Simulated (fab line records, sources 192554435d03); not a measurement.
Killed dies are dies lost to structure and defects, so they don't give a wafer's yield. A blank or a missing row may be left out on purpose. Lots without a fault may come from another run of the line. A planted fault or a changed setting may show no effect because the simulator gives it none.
A sampling plan put to the test | flow n5_finfet | one fab line, 72 faults that these records tell of, each judged on the records of the lots that it struck; 1 more is left out, because the records don't allow judging it
The plan is the line's own looks: the steps of the route at which a gauge or an inspection reads the wafer and doesn't change it. A look can be judged if struck wafers have a number there and the file gives its usual mean and standard deviation on fault-free wafers. Caught: at a look after the fault's first step, the mean of the struck wafers lies 4 or more of those standard deviations (sigma) from the usual mean. On the tool: the same test on the tool's own readings at the fault's steps. Another recipe on the struck wafers, or a record that is blank for them alone, also counts as caught.

THE FAULTS, as the simulator had put them in
1. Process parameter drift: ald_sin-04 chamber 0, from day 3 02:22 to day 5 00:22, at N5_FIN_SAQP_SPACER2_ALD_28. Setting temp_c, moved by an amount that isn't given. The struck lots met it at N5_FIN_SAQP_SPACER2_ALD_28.
2. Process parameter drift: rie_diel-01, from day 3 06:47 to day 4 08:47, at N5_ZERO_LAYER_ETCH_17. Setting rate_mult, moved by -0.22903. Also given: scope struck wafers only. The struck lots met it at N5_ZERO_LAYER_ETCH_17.
3. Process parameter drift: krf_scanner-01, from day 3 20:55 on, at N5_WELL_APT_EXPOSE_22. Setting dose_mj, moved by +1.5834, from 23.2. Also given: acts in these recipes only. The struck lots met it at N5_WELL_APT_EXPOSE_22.
4. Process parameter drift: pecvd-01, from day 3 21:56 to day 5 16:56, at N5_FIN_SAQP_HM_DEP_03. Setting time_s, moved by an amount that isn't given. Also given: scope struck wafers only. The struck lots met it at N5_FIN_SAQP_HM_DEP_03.
5. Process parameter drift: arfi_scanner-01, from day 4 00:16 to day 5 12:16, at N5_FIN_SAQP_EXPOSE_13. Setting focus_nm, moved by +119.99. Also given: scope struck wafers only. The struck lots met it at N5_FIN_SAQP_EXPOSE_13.
6. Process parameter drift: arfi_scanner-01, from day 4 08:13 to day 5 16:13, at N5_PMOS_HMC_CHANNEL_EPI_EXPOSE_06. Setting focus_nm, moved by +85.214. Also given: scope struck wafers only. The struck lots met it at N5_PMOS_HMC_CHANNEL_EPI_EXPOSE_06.
7. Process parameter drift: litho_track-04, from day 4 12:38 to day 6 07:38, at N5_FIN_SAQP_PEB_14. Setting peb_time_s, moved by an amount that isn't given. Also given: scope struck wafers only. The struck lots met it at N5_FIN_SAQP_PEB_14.
8. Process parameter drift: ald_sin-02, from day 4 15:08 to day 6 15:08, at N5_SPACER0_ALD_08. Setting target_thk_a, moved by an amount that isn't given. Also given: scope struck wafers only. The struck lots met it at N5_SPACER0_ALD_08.
9. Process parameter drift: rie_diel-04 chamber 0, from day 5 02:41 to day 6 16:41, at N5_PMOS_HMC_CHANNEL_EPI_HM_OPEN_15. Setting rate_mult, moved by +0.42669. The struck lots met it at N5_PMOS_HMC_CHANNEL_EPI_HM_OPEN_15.
10. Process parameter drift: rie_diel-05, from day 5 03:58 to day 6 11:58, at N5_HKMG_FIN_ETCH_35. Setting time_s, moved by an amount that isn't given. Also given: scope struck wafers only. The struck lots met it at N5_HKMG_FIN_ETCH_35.
11. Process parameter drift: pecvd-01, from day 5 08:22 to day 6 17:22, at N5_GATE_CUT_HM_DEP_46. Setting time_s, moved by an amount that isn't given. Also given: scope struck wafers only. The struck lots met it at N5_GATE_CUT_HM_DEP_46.
12. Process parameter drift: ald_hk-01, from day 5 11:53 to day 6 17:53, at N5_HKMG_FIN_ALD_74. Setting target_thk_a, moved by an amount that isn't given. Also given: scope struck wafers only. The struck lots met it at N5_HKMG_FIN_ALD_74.
13. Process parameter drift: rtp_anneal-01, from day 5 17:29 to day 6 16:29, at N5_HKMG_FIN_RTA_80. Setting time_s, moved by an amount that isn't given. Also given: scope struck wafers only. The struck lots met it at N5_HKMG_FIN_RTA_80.
14. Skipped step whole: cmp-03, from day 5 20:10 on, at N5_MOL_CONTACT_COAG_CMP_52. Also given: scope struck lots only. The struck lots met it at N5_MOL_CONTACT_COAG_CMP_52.
15. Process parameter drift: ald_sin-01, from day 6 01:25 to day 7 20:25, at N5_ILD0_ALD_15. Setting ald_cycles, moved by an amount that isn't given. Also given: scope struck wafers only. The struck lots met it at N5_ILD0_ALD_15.
16. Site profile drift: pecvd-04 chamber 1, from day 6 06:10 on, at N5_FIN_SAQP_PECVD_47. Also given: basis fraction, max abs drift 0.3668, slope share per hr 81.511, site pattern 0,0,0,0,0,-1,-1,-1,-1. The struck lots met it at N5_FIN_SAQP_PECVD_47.
17. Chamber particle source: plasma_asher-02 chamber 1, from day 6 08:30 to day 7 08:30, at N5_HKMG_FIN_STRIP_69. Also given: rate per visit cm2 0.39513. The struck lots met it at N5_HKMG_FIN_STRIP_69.
18. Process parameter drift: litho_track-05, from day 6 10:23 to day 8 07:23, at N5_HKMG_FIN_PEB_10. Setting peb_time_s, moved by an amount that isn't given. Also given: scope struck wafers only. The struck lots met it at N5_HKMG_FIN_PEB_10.
19. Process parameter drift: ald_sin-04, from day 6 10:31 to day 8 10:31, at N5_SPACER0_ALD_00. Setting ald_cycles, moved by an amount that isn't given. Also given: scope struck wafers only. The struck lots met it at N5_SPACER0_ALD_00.
20. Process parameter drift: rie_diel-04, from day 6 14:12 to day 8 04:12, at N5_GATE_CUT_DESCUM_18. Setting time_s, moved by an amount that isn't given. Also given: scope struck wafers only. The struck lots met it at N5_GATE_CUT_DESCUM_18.
21. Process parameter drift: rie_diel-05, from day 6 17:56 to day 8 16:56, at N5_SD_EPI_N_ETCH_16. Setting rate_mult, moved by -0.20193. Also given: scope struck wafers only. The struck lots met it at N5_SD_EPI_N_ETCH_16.
22. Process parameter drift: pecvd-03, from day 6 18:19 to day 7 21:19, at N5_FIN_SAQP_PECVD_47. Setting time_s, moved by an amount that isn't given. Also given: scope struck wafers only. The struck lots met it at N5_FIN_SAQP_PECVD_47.
23. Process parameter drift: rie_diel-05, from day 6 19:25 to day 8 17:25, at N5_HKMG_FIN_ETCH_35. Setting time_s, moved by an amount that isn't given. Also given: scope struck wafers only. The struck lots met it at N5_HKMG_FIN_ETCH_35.
24. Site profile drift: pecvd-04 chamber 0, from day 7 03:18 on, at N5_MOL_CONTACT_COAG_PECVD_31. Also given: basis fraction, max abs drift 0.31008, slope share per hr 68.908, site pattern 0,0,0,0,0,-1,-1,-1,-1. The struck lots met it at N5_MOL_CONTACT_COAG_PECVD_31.
25. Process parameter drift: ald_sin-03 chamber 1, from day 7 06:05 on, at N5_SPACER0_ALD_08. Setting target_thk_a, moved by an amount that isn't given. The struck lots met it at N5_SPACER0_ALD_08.
26. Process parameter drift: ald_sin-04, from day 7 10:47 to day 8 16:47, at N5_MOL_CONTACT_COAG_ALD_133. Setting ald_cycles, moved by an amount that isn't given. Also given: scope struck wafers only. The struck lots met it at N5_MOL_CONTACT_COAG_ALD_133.
27. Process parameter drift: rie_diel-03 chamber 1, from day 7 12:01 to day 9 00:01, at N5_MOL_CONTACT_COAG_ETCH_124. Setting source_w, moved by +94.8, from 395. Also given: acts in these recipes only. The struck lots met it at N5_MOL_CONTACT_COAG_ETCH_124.
28. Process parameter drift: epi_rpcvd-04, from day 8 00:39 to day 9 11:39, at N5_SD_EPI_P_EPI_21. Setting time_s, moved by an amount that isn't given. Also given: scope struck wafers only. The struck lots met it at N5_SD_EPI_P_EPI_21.
29. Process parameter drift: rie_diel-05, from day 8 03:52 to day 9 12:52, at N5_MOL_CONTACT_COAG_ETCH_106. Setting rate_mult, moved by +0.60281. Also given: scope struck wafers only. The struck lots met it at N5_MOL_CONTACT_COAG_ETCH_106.
30. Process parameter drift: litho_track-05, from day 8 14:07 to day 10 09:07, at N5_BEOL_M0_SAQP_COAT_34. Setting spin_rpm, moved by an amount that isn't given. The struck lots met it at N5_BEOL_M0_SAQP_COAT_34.
31. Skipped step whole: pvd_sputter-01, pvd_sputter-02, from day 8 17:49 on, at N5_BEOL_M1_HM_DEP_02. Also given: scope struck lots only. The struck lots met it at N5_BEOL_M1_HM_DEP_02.
32. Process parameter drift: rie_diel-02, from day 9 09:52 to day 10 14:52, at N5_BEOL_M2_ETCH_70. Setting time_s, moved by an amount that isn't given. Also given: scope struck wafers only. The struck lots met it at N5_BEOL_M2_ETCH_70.
33. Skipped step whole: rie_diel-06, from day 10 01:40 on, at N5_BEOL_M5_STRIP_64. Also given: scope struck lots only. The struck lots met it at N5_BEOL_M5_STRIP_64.
34. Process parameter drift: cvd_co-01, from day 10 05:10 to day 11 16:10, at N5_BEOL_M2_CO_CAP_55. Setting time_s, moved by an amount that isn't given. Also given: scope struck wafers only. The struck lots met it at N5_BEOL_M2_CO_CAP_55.
35. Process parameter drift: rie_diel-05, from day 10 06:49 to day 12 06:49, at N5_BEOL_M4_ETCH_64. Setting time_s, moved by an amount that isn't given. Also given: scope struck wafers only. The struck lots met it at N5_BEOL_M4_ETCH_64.
36. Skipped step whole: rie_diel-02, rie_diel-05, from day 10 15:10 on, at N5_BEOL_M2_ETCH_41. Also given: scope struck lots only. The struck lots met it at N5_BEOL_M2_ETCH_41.
37. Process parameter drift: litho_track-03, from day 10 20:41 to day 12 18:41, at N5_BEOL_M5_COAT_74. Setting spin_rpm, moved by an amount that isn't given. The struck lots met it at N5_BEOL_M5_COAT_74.
38. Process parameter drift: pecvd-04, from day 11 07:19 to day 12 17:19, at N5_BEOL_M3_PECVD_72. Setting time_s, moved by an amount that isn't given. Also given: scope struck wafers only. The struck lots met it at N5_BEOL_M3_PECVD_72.
39. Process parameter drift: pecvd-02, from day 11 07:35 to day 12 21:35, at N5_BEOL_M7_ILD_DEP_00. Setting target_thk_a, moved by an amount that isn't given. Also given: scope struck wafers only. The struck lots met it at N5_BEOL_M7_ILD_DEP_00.
40. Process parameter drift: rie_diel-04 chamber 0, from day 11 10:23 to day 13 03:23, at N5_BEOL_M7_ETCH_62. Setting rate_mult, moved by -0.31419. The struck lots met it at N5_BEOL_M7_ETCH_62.
41. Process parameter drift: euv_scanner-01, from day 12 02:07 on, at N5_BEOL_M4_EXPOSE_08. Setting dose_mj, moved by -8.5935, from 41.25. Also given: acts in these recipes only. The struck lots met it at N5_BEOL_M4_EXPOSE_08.
42. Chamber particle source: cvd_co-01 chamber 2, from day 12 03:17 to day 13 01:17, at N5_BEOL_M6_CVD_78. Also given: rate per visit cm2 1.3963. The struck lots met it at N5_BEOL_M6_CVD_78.
43. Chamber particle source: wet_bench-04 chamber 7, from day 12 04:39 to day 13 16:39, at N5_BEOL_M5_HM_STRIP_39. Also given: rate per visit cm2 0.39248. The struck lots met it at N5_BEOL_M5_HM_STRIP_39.
44. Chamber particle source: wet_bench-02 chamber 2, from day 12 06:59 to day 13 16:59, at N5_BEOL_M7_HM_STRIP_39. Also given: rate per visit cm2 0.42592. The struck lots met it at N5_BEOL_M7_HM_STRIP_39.
45. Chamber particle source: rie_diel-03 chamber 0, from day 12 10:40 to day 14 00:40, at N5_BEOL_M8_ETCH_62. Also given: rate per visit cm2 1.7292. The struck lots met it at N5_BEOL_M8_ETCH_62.
46. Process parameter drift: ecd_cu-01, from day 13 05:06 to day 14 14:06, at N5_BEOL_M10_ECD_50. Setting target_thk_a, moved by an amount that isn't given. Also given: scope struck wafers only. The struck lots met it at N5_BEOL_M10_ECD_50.
47. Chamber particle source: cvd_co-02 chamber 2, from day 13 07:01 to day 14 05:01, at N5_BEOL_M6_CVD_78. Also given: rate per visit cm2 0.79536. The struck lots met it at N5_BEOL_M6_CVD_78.
48. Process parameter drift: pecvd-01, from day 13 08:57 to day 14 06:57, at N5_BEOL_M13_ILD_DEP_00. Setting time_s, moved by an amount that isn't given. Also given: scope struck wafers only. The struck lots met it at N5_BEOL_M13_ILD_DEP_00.
49. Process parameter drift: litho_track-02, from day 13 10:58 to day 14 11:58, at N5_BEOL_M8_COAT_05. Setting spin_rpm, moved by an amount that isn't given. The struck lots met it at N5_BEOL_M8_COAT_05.
50. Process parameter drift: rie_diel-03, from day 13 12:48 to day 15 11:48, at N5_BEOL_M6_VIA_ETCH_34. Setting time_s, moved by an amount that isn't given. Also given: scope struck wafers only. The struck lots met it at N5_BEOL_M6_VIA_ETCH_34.
51. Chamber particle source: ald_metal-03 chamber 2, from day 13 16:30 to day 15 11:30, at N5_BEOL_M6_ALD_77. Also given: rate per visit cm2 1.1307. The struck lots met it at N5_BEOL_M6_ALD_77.
52. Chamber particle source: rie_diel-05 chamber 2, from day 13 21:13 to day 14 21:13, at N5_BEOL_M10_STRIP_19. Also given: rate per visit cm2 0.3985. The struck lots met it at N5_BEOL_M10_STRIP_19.
53. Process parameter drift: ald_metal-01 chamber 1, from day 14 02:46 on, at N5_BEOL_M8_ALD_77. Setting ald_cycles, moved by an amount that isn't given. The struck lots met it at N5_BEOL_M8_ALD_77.
54. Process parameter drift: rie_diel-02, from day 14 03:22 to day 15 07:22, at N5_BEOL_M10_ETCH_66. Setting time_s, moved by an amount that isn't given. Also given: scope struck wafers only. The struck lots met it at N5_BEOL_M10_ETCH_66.
55. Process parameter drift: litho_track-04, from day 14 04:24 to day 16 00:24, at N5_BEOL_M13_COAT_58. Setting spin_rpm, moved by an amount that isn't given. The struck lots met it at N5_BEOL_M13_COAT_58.
56. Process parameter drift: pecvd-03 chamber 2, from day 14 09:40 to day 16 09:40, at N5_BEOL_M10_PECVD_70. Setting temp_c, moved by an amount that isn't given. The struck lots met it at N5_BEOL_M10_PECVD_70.
57. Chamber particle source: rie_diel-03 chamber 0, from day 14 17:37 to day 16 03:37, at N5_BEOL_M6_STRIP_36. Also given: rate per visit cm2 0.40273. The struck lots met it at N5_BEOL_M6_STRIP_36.
58. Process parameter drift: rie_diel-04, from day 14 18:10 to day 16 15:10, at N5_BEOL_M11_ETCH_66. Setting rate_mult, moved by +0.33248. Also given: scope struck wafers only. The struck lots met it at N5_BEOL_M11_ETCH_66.
59. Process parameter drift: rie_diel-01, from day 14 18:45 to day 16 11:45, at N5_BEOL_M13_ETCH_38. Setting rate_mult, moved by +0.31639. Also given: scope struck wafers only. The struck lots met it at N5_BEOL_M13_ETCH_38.
60. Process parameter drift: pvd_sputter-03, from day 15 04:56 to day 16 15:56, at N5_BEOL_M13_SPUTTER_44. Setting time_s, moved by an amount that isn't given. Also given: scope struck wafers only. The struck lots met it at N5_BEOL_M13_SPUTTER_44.
61. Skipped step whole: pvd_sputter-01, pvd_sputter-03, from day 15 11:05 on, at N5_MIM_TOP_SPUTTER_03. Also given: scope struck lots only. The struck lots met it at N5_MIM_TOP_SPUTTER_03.
62. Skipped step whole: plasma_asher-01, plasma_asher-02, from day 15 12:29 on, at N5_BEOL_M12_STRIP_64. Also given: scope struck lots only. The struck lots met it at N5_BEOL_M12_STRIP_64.
63. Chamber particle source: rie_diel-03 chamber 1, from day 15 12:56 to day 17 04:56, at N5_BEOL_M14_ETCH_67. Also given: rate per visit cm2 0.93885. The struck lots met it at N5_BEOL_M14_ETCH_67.
64. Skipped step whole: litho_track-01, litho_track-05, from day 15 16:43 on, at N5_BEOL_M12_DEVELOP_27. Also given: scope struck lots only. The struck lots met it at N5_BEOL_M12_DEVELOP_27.
65. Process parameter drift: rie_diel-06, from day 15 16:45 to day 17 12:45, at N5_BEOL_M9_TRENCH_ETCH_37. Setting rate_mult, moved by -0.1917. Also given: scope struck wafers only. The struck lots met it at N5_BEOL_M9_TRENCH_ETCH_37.
66. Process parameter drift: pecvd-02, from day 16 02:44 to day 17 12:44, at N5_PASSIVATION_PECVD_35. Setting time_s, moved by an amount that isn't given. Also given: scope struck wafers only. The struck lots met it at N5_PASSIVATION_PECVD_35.
67. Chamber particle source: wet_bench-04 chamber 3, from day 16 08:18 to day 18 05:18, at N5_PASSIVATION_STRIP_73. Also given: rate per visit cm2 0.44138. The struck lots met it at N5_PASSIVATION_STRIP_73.
68. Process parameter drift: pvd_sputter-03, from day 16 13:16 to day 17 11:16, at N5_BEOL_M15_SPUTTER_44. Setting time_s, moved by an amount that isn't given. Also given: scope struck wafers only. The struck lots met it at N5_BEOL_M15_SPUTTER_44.
69. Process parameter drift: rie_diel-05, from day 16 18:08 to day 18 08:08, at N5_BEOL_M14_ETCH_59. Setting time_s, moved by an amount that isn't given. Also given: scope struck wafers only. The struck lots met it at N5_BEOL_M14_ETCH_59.
70. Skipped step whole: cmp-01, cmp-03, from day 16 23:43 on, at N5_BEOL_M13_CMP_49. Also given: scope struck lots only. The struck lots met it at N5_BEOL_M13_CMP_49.
71. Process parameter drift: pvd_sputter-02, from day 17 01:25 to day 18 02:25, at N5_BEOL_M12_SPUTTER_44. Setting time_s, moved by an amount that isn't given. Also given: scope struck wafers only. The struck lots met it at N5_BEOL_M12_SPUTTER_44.
72. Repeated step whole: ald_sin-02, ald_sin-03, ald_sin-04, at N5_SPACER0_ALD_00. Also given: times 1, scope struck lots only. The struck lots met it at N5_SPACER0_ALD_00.

WHAT THE PLAN SAW
fault | on the tool itself                               | first look that catches it                      | reading, sigma                                               | median hours from its first step to that look | hours from the fault's start to the first struck lot there | judged looks passed uncaught
1     | susceptor_temp_C +99 or beyond sigma             | N5_BEOL_M4_RC_MEAS_101                          | DIBL_P -4.0                                                  | 167.3                                         | 179                                                        | 2
2     | under 2 sigma                                    | not the one look that can be judged after it    | -                                                            | -                                             | -                                                          | 1
3     | exposure_dose_mJ_cm2 +49 sigma                   | N5_WELL_APT_CD_MEAS_25                          | cd_nm +5.1                                                   | 0.2                                           | 6                                                          | 0
4     | under 2 sigma                                    | N5_FIN_SAQP_THK_MEAS_05                         | thk_nm -31                                                   | 0.1                                           | 17                                                         | 0
5     | no reading that can be judged                    | N5_FIN_SAQP_CD_MEAS_16                          | cd_nm -14                                                    | 0.1                                           | 3                                                          | 0
6     | under 2 sigma                                    | N5_PMOS_HMC_CHANNEL_EPI_CD_MEAS_09              | cd_nm +57                                                    | 0.1                                           | 3                                                          | 0
7     | no reading that can be judged                    | N5_FIN_SAQP_CD_MEAS_16                          | cd_nm -12                                                    | 0.1                                           | 9                                                          | 0
8     | under 2 sigma                                    | N5_BEOL_M4_RC_MEAS_101                          | REXT_P +9.7                                                  | 144.9                                         | 147                                                        | 0
9     | under 2 sigma                                    | not the one look that can be judged after it    | -                                                            | -                                             | -                                                          | 1
10    | run_length_s +61 sigma                           | not the one look that can be judged after it    | -                                                            | -                                             | -                                                          | 1
11    | under 2 sigma                                    | N5_GATE_CUT_THK_MEAS_24                         | GC_FILL_THK -4.6                                             | 3.1                                           | 7                                                          | 0
12    | under 2 sigma                                    | N5_BEOL_M4_RC_MEAS_101                          | VT_P -12                                                     | 121.8                                         | 127                                                        | 1
13    | no reading that can be judged                    | N5_BEOL_M4_RC_MEAS_101                          | VT_N_LVT +4.3                                                | 124.1                                         | 136                                                        | 0
14    | the tool's record is blank for the struck wafers | N5_MOL_CONTACT_COAG_INSPECT_97                  | raw_defect_count +49                                         | 3.4                                           | 8                                                          | 0
15    | under 2 sigma                                    | none of the 2 looks that can be judged after it | strongest: thk_nm at N5_ILD0_THK_MEAS_13, +2.6               | -                                             | -                                                          | 2
16    | under 2 sigma                                    | not the one look that can be judged after it    | -                                                            | -                                             | -                                                          | 1
17    | under 2 sigma                                    | no look after it can be judged                  | -                                                            | -                                             | -                                                          | 0
18    | no reading that can be judged                    | N5_HKMG_FIN_CD_MEAS_12                          | cd_nm -9.0                                                   | 0.1                                           | 2                                                          | 0
19    | under 2 sigma                                    | none of the 3 looks that can be judged after it | strongest: ION_P at N5_BEOL_M4_RC_MEAS_101, -2.8             | -                                             | -                                                          | 3
20    | under 2 sigma                                    | not the one look that can be judged after it    | -                                                            | -                                             | -                                                          | 1
21    | only faintly: oes_product_au -2.0 sigma          | not the one look that can be judged after it    | -                                                            | -                                             | -                                                          | 1
22    | run_length_s -24 sigma                           | not the one look that can be judged after it    | -                                                            | -                                             | -                                                          | 1
23    | run_length_s -99 or beyond sigma                 | not the one look that can be judged after it    | strongest: ION_N at N5_BEOL_M4_RC_MEAS_101, -2.8             | -                                             | -                                                          | 1
24    | no reading that can be judged                    | N5_MOL_CONTACT_COAG_THK_MEAS_53                 | VIA_MOL_THK -10                                              | 4.1                                           | 5                                                          | 2
25    | under 2 sigma                                    | none of the 3 looks that can be judged after it | strongest: REXT_P at N5_BEOL_M4_RC_MEAS_101, -3.0            | -                                             | -                                                          | 3
26    | under 2 sigma                                    | no look after it can be judged                  | -                                                            | -                                             | -                                                          | 0
27    | rf_fwd_power_W +53 sigma                         | not the one look that can be judged after it    | strongest: ION_P at N5_BEOL_M4_RC_MEAS_101, -2.2             | -                                             | -                                                          | 1
28    | no reading that can be judged                    | none of the 2 looks that can be judged after it | strongest: RS_SD_P at N5_BEOL_M4_RC_MEAS_101, -3.3           | -                                             | -                                                          | 2
29    | under 2 sigma                                    | none of the 2 looks that can be judged after it | strongest: RC_DENSE_N at N5_BEOL_M4_RC_MEAS_101, -3.3        | -                                             | -                                                          | 2
30    | spin_speed_rpm -99 or beyond sigma               | not the one look that can be judged after it    | -                                                            | -                                             | -                                                          | 1
31    | the tool's record is blank for the struck wafers | no look after it can be judged                  | -                                                            | -                                             | -                                                          | 0
32    | run_length_s -64 sigma                           | not the one look that can be judged after it    | -                                                            | -                                             | -                                                          | 1
33    | no reading that can be judged                    | no look after it can be judged                  | -                                                            | -                                             | -                                                          | 0
34    | run_length_s -59 sigma                           | not the one look that can be judged after it    | -                                                            | -                                             | -                                                          | 1
35    | under 2 sigma                                    | not the one look that can be judged after it    | -                                                            | -                                             | -                                                          | 1
36    | the tool's record is blank for the struck wafers | no look after it can be judged                  | -                                                            | -                                             | -                                                          | 0
37    | spin_speed_rpm +99 or beyond sigma               | no look after it can be judged                  | -                                                            | -                                             | -                                                          | 0
38    | under 2 sigma                                    | none of the 3 looks that can be judged after it | -                                                            | -                                             | -                                                          | 3
39    | under 2 sigma                                    | N5_BEOL_M7_THK_MEAS_01                          | M7_ILD_THK +4.2                                              | 1.4                                           | 6                                                          | 0
40    | only faintly: rf_vpp_V +2.0 sigma                | N5_BEOL_M7_OCD_MEAS_38                          | trench_depth_nm -66                                          | 2.8                                           | 24                                                         | 0
41    | exposure_dose_mJ_cm2 -99 or beyond sigma         | N5_BEOL_M4_CD_MEAS_11                           | cd_nm -15                                                    | 0.1                                           | 4                                                          | 0
42    | the tool's record is blank for the struck wafers | no look after it can be judged                  | -                                                            | -                                             | -                                                          | 0
43    | under 2 sigma                                    | no look after it can be judged                  | -                                                            | -                                             | -                                                          | 0
44    | under 2 sigma                                    | no look after it can be judged                  | -                                                            | -                                             | -                                                          | 0
45    | under 2 sigma                                    | N5_BEOL_M8_INSPECT_30                           | raw_defect_count +11                                         | 2.9                                           | 14                                                         | 1
46    | no reading that can be judged                    | none of the 2 looks that can be judged after it | -                                                            | -                                             | -                                                          | 2
47    | the tool's record is blank for the struck wafers | no look after it can be judged                  | -                                                            | -                                             | -                                                          | 0
48    | run_length_s -99 or beyond sigma                 | N5_BEOL_M13_THK_MEAS_01                         | M13_ILD_THK -32                                              | 0.2                                           | 1                                                          | 0
49    | spin_speed_rpm +73 sigma                         | none of the 3 looks that can be judged after it | -                                                            | -                                             | -                                                          | 3
50    | run_length_s +7.9 sigma                          | no look after it can be judged                  | -                                                            | -                                             | -                                                          | 0
51    | under 2 sigma                                    | none of the 3 looks that can be judged after it | strongest: PASS_OPEN_OVL at N5_PASSIVATION_OVL_MEAS_66, +2.3 | -                                             | -                                                          | 3
52    | only faintly: throttle_valve_pct -2.2 sigma      | N5_BEOL_M10_INSPECT_30                          | raw_defect_count +4.2                                        | 1.8                                           | 3                                                          | 0
53    | under 2 sigma                                    | no look after it can be judged                  | -                                                            | -                                             | -                                                          | 0
54    | run_length_s -21 sigma                           | no look after it can be judged                  | -                                                            | -                                             | -                                                          | 0
55    | spin_speed_rpm -99 or beyond sigma               | no look after it can be judged                  | -                                                            | -                                             | -                                                          | 0
56    | susceptor_temp_C -23 sigma                       | no look after it can be judged                  | -                                                            | -                                             | -                                                          | 0
57    | under 2 sigma                                    | not the one look that can be judged after it    | -                                                            | -                                             | -                                                          | 1
58    | under 2 sigma                                    | no look after it can be judged                  | -                                                            | -                                             | -                                                          | 0
59    | under 2 sigma                                    | no look after it can be judged                  | -                                                            | -                                             | -                                                          | 0
60    | under 2 sigma                                    | no look after it can be judged                  | -                                                            | -                                             | -                                                          | 0
61    | the tool's record is blank for the struck wafers | no look after it can be judged                  | -                                                            | -                                             | -                                                          | 0
62    | the tool's record is blank for the struck wafers | no look after it can be judged                  | -                                                            | -                                             | -                                                          | 0
63    | under 2 sigma                                    | no look after it can be judged                  | -                                                            | -                                             | -                                                          | 0
64    | no reading that can be judged                    | no look after it can be judged                  | -                                                            | -                                             | -                                                          | 0
65    | under 2 sigma                                    | N5_BEOL_M9_OCD_MEAS_38                          | trench_depth_nm -13                                          | 0.2                                           | 1                                                          | 0
66    | run_length_s -15 sigma                           | none of the 3 looks that can be judged after it | -                                                            | -                                             | -                                                          | 3
67    | no reading that can be judged                    | no look after it can be judged                  | -                                                            | -                                             | -                                                          | 0
68    | under 2 sigma                                    | no look after it can be judged                  | -                                                            | -                                             | -                                                          | 0
69    | run_length_s +23 sigma                           | no look after it can be judged                  | -                                                            | -                                             | -                                                          | 0
70    | the tool's record is blank for the struck wafers | N5_BEOL_M13_THK_MEAS_50                         | M13_THK +76                                                  | 0.3                                           | 0                                                          | 0
71    | under 2 sigma                                    | not the one look that can be judged after it    | -                                                            | -                                             | -                                                          | 1
72    | under 2 sigma                                    | N5_BEOL_M4_RC_MEAS_101                          | ION_P -15                                                    | 153.9                                         | -                                                          | 0
A dash: the fault isn't caught, or these records don't give the number.

Caught at a look: 22 of 72. Caught on the tool: 27 of 72. By one or the other: 43 of 72.
Caught on the tool alone: faults 10, 22, 23, 27, 30, 31, 32, 34, 36, 37, 42, 47, 49, 50, 54, 55, 56, 61, 62, 66, 69.
Caught at a look alone: faults 4, 5, 6, 7, 8, 11, 12, 13, 18, 24, 39, 40, 45, 52, 65, 72.
Caught by neither: faults 2, 9, 15, 16, 17, 19, 20, 21, 25, 26, 28, 29, 33, 35, 38, 43, 44, 46, 51, 53, 57, 58, 59, 60, 63, 64, 67, 68, 71.

THINNER SAMPLING
If the look that catches a fault measured only every second or every third lot, by lot number, the first struck lot would be measured this late in the worst case:
fault | struck lots at that look, in order of time | every lot | every second lot | every third lot
1     | L666                                       | 179 h     | may miss it      | may miss it
3     | L335, L336, L337, L338                     | 6 h       | 12 h             | 18 h
4     | L308, L309                                 | 17 h      | 23 h             | may miss all 2
5     | L887, L889, L891                           | 3 h       | may miss all 3   | 30 h
6     | L268, L269                                 | 3 h       | 9 h              | may miss all 2
7     | L379                                       | 9 h       | may miss it      | may miss it
8     | L612, L613, L615                           | 147 h     | 155 h            | may miss all 3
11    | L868, L873                                 | 7 h       | 35 h             | may miss all 2
12    | L194                                       | 127 h     | may miss it      | may miss it
13    | L939, L940                                 | 136 h     | 144 h            | may miss all 2
14    | L753, L754, L755                           | 8 h       | 15 h             | 18 h
18    | L819, L824                                 | 2 h       | 35 h             | may miss all 2
24    | L758, L761                                 | 5 h       | 30 h             | may miss all 2
39    | L387, L389, L393                           | 6 h       | may miss all 3   | may miss all 3
40    | L280, L281                                 | 24 h      | 26 h             | may miss all 2
41    | L504, L505, L508, L509                     | 4 h       | 11 h             | 35 h
45    | L761, L765                                 | 14 h      | may miss all 2   | may miss all 2
48    | L937, L939                                 | 1 h       | may miss all 2   | may miss all 2
52    | L840, L842                                 | 3 h       | may miss all 2   | may miss all 2
65    | L891, L893                                 | 1 h       | may miss all 2   | may miss all 2
70    | L930, L931, L932                           | 0 h       | 5 h              | 16 h
Hours are from the fault's start to the first struck lot that is measured. The limit of 4 sigma was tested on all struck wafers together, so one lot alone may lie under it. Other struck lots may not be in these records.

THE LONGEST TIMED WAY FROM STEP TO LOOK
Fault 1: a median of 167.3 hours passes between N5_FIN_SAQP_SPACER2_ALD_28 and N5_BEOL_M4_RC_MEAS_101. The looks between them that can be judged stayed within 4 sigma: N5_FIN_SAQP_CD_MEAS_31, N5_FIN_SAQP_CD_MEAS_37.
